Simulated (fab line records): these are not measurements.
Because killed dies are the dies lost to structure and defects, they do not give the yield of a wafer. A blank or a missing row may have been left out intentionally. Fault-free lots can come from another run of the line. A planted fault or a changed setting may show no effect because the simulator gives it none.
Which tool did it?	flow n5-finfet	9 lots, 27 wafers sampled, at 6 steps of a route of 1938

## WHAT EACH GAUGE READ, for each wafer
N5_START_INSPECT_01: inspects for defects (unpatterned scan). Usual: raw-defect-count 5.4, standard deviation 2.
lot	measured	on	raw-defect-count	flag
L467	day 1 18:02	defect-inspect-02	2 7 10	
L469	day 2 06:02	defect-inspect-02	2 11 4	
L476	day 4 00:02	defect-inspect-01	8 6 5	
L477	day 4 06:02	defect-inspect-02	6 6 6	
L478	day 4 12:02	defect-inspect-01	5 8 4	
L483	day 5 18:02	defect-inspect-01	5 5 8	
L484	day 6 00:02	defect-inspect-01	6 6 9	
L487	day 6 18:02	defect-inspect-01	3 6 5	
L489	day 7 06:02	defect-inspect-01	3 5 6	

N5_WELL_APT_OVL_MEAS_26. Usual: PWELL_OVL typically reads -4 nm, with standard deviation 6.4.
lot	measured	on	PWELL_OVL (nm)	flag
L467	day 1 20:59	overlay-01	-5 -5 -3	
L469	day 2 09:16	overlay-02	-1 11 -2	
L476	day 4 02:47	overlay-02	-4 -5 -2	
L477	day 4 09:06	overlay-01	-3 -8 -7	
L478	day 4 15:11	overlay-02	-4 -14 -10	
L483	day 5 20:51	overlay-02	-10 -7 -9	
L484	day 6 02:50	overlay-01	1 1 -6	
L487	day 6 21:10	overlay-02	-7 0 -10	
L489	day 7 08:58	overlay-02	6 6 5	

N5_PMOS_HMC_CHANNEL_EPI_CD_MEAS_09 targets a cd of 237.4 nm. Usual: cd-nm 237.4 nm, standard deviation 0.88.
lot	measured	on	cd-nm (nm)	flag
L467	day 1 23:41	cd-sem-03	237.8 238.5 238.3	
L469	day 2 11:25	cd-sem-01	237.6 237.9 238.8	
L476	day 4 05:23	cd-sem-03	236.8 236.6 236.8	
L477	day 4 11:25	cd-sem-03	236.8 237.3 236.9	
L478	day 4 17:26	cd-sem-03	235.4 236.5 237.3	
L483	day 5 23:30	cd-sem-03	246.0 246.7 246.2	OFF
L484	day 6 05:14	cd-sem-02	237.7 236.7 237.5	
L487	day 6 23:30	cd-sem-02	246.4 246.9 246.9	OFF
L489	day 7 11:04	cd-sem-02	236.7 237.1 237.8	

N5_BEOL_M4_RC_MEAS_101. Usual: DIBL_N 36.5 mV/V, standard deviation 1.4; DIBL_P 36.9 mV/V, standard deviation 1.7; IOFF_N 0.163 nA/um, standard deviation 0.023; IOFF_P 0.22 nA/um, standard deviation 0.032; ION_N 673 uA/um, standard deviation 9; ION_P 462 uA/um, standard deviation 7.5; SS_N 71.6 mV/dec, standard deviation 0.54; SS_P 73.4 mV/dec, standard deviation 0.62; VT_N 249.8 mV, standard deviation 2.8; VT_P -250 mV, standard deviation 3.5.
lot	measured	on	DIBL_N (mV/V)	DIBL_P (mV/V)	IOFF_N (nA/um)	IOFF_P (nA/um)	ION_N (uA/um)	ION_P (uA/um)	SS_N (mV/dec)	SS_P (mV/dec)	VT_N (mV)	VT_P (mV)	flag
L467	day 7 23:18	prober-01	35.0 37.3 36.1	35.9 38.7 37.2	0.143 0.184 0.163	0.21 0.26 0.23	657 680 663	457 468 460	71.2 71.9 72.0	73.6 74.2 73.8	253.3 247.2 250.5	-248 -245 -249	
L469	day 8 18:02	prober-01	36.1 37.7 35.5	37.5 39.1 36.7	0.159 0.190 0.152	0.23 0.27 0.22	674 678 677	469 469 471	71.1 71.6 71.4	73.0 73.6 73.6	248.9 249.7 253.0	-247 -248 -252	
L476	day 10 17:21	prober-02	36.8 34.4 36.3	36.6 33.9 36.0	0.161 0.132 0.153	0.23 0.19 0.23	678 672 672	466 465 460	71.1 70.5 71.6	73.2 72.3 73.4	252.8 252.3 251.1	-248 -247 -249	
L477	day 11 06:55	prober-02	37.1 36.3 36.3	38.5 37.9 36.7	0.184 0.174 0.162	0.22 0.21 0.20	680 664 667	458 456 450	71.3 72.3 72.1	74.1 73.2 73.7	245.7 247.0 249.6	-253 -251 -253	
L478	day 11 05:37	prober-02	37.6 35.4 36.4	38.3 34.8 36.9	0.190 0.134 0.165	0.26 0.19 0.23	675 655 686	466 447 467	71.9 70.7 71.2	73.5 72.7 73.6	247.7 255.9 248.5	-248 -253 -251	
L483	day 12 12:41	prober-02	36.8 36.8 37.8	38.5 38.7 40.1	0.174 0.182 0.198	0.21 0.24 0.25	686 684 688	462 470 467	71.9 71.7 72.4	73.5 73.6 73.6	247.8 248.8 244.6	-251 -248 -246	
L484	day 12 16:38	prober-01	37.0 38.6 38.9	38.6 40.0 39.9	0.158 0.175 0.186	0.21 0.22 0.23	673 676 676	466 457 459	71.4 72.2 72.4	73.5 73.9 74.1	249.6 251.9 250.7	-250 -253 -251	
L487	day 13 19:39	prober-01	32.4 33.6 33.5	32.4 34.1 33.6	0.116 0.125 0.126	0.17 0.18 0.17	662 672 670	457 472 458	70.1 70.4 70.2	72.2 72.7 72.0	252.3 252.2 247.5	-253 -251 -254	
L489	day 13 15:49	prober-02	37.3 38.3 37.7	36.0 37.0 35.6	0.184 0.213 0.183	0.25 0.29 0.25	675 673 673	464 460 462	71.8 71.7 72.7	73.7 74.9 74.1	246.7 245.4 249.9	-246 -246 -247	

## WHICH TOOL RAN EACH LOT (tool, then ch and the chambers of the sampled wafers, then the start)
lot	N5_PMOS_HMC_CHANNEL_EPI_PEB_07	N5_PMOS_HMC_CHANNEL_EPI_HM_OPEN_15
L467	litho-track-03 ch 0, day 1 23:37	rie-diel-02 ch 1,2,3, day 1 23:51
L469	litho-track-05 ch 0, day 2 11:20	rie-diel-06 ch 0,1,3, day 2 11:34
L476	litho-track-03 ch 0, day 4 05:19	rie-diel-02 ch 0,1,3, day 4 05:33
L477	litho-track-03 ch 0, day 4 11:20	rie-diel-01 ch 0,1,3, day 4 11:34
L478	litho-track-03 ch 0, day 4 17:23	rie-diel-01 ch 0,1,3, day 4 17:37
L483	litho-track-03 ch 0, day 5 23:26	rie-diel-02 ch 0,2,3, day 5 23:41
L484	litho-track-02 ch 0, day 6 05:10	rie-diel-02 ch 0,1,2, day 6 05:24
L487	litho-track-03 ch 0, day 6 23:26	rie-diel-01 ch 0,3, day 6 23:53
L489	litho-track-02 ch 0, day 7 10:59	rie-diel-02 ch 0,1,2, day 7 11:13
- N5_PMOS_HMC_CHANNEL_EPI_PEB_07: peb time 60 s.
- N5_PMOS_HMC_CHANNEL_EPI_HM_OPEN_15: chemistry CHF3/O2, target SiO2, target depth 40.6 nm, time 20.3 s.

## WHAT THE TOOLS THEMSELVES READ (means of the sampled wafers that have a number; where no wafer has one, the mark that the record gives instead)
N5_PMOS_HMC_CHANNEL_EPI_PEB_07. Usual: heater-power-total-W 175.2 W, standard deviation 1.6; plate-temp-C 109.99 C, standard deviation 0.11.
lot	tool	heater-power-total-W (W)	plate-temp-C (C)	flag
L467	litho-track-03	175.2	109.92	
L469	litho-track-05	174.7	110.15	
L476	litho-track-03	175.5	110.03	
L477	litho-track-03	175.5	109.99	
L478	litho-track-03	174.3	110.15	
L483	litho-track-03	179.9	113.05	OFF
L484	litho-track-02	176.7	110.04	
L487	litho-track-03	182.1	112.94	OFF
L489	litho-track-02	176.2	110.06	

N5_PMOS_HMC_CHANNEL_EPI_HM_OPEN_15. Usual: drypump-motor-current-A 5.5 A, standard deviation 0.49; oes-product-au 0.79 a.u., standard deviation 0.063; rf-fwd-power-W 644.8 W, standard deviation 2.4; rf-vpp-V 522 V, standard deviation 5.7; showerhead-plenum-p-Torr 2.38 Torr, standard deviation 0.086; throttle-valve-pct 18.79 %, standard deviation 0.19.
lot	tool	drypump-motor-current-A (A)	oes-product-au (a.u.)	rf-fwd-power-W (W)	rf-vpp-V (V)	showerhead-plenum-p-Torr (Torr)	throttle-valve-pct (%)	flag
L467	rie-diel-02	5.7	0.81	643.3	523	2.36	18.71	
L469	rie-diel-06	5.4	0.76	644.5	524	2.36	18.92	
L476	rie-diel-02	5.8	0.85	648.2	524	2.44	18.65	
L477	rie-diel-01	5.3	0.75	642.1	520	2.39	18.91	
L478	rie-diel-01	5.3	0.76	643.9	521	2.39	18.92	
L483	rie-diel-02	5.4	0.82	646.3	525	2.43	18.72	
L484	rie-diel-02	5.6	0.82	646.3	523	2.40	18.67	
L487	rie-diel-01	5.6	0.74	645.1	520	2.34	18.87	
L489	rie-diel-02	5.5	0.81	646.8	523	2.40	18.68	

## THE ANSWER, worked out from the rows above alone
Rule: lot off if the mean of its wafers having a number is beyond 3 standard deviations from the usual mean. A lot without any number at a reading at which 4 lots or more have one is off too. All remaining lots with rows at the step are treated as sound. Order of review: gauges by route order, followed by the tools' own readings, for which a lot's mean as printed above is used. At the first step where some lot is off, the reading lying furthest off is the one used; lots without a number count as furthest.
Off: L483, L487 (N5_PMOS_HMC_CHANNEL_EPI_CD_MEAS_09, cd-nm).
A tool fits if, at a process step before that reading, it ran every lot that is off, and no sound lot after the first of them. The gauges at N5_PMOS_HMC_CHANNEL_EPI_CD_MEAS_09 aren't tried: what is off there is off at N5_PMOS_HMC_CHANNEL_EPI_PEB_07 too, on other tools, and a gauge's error can't cause that. One fits: N5_PMOS_HMC_CHANNEL_EPI_PEB_07 on litho-track-03. Its last sound lot is L478 (day 4 17:23), its first lot that is off L483 (day 5 23:26): a fault that began between those two fits.
The tool's own readings at N5_PMOS_HMC_CHANNEL_EPI_PEB_07 bear it out: on the lots that are off they differ by more than 5 times the standard deviation of the sound lots' means. heater-power-total-W reads 181.0 W there against 175.4 W on the sound lots; plate-temp-C reads 113.00 C there against 110.05 C on the sound lots.

## WHAT HAD BEEN PUT IN BY THE SIMULATOR
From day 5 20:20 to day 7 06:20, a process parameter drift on litho-track-03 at N5_PMOS_HMC_CHANNEL_EPI_PEB_07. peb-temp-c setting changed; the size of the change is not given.
Struck lots among those shown: L483, L487. The rule above reached the same finding.
